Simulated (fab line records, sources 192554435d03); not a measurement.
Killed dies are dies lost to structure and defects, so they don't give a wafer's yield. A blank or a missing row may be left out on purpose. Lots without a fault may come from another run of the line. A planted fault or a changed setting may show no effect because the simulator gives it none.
Chamber matching | flow n5_finfet | N5_FIN_SAQP_ETCH_52 on rie_diel-01: 4 sister chambers
The step etches SOC in N2/H2, target depth 100 nm, overetch 20 nm, time 150 s. 8 wafers are shown with their chamber, then 8 later ones without.

WAFERS WITH THEIR CHAMBER
wafer  | chamber | showerhead_plenum_p_Torr (Torr) | throttle_valve_pct (%)
L075.1 | 1       | 2.47                            | 17.95
L080.3 | 2       | 2.40                            | 17.65
L086.3 | 2       | 2.39                            | 17.67
L086.4 | 0       | 2.61                            | 17.98
L087.3 | 3       | 2.69                            | 18.23
L087.5 | 1       | 2.46                            | 17.98
L087.6 | 3       | 2.69                            | 18.22
L089.1 | 0       | 2.61                            | 18.00

WAFERS WITHOUT THEIR CHAMBER
wafer  | showerhead_plenum_p_Torr (Torr) | throttle_valve_pct (%)
L089.4 | 2.46                            | 17.98
L089.6 | 2.71                            | 17.25
L090.1 | 2.46                            | 18.00
L090.2 | 2.71                            | 17.27
L090.5 | 2.69                            | 18.23
L096.1 | 2.68                            | 18.27
L096.3 | 2.45                            | 18.02
L096.5 | 2.70                            | 17.27

WHICH CHAMBER EACH WENT THROUGH
wafer  | from the rows above | in truth
L089.4 | 1                   | 1
L089.6 | 0                   | 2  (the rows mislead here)
L090.1 | 1                   | 1
L090.2 | 0                   | 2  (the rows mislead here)
L090.5 | 3                   | 3
L096.1 | 3                   | 3
L096.3 | 1                   | 1
L096.5 | 0                   | 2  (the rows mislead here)
Placed correctly: 5 of 8. Can't be placed from these rows: 0. Placed wrongly: 3.
How it was worked out, from the rows above alone: a wafer's distance from a chamber is the root of the sum, over the readings, of the square of ((its reading less the chamber's mean) divided by the reading's scatter). The wafer belongs to the nearest chamber; if the next one is less than 2 further off, it can't be placed. A chamber's mean is the mean of its shown wafers. The scatter: the root of (the sum of the squares of (reading less its chamber's mean) over the shown wafers, divided by (wafers less chambers)).
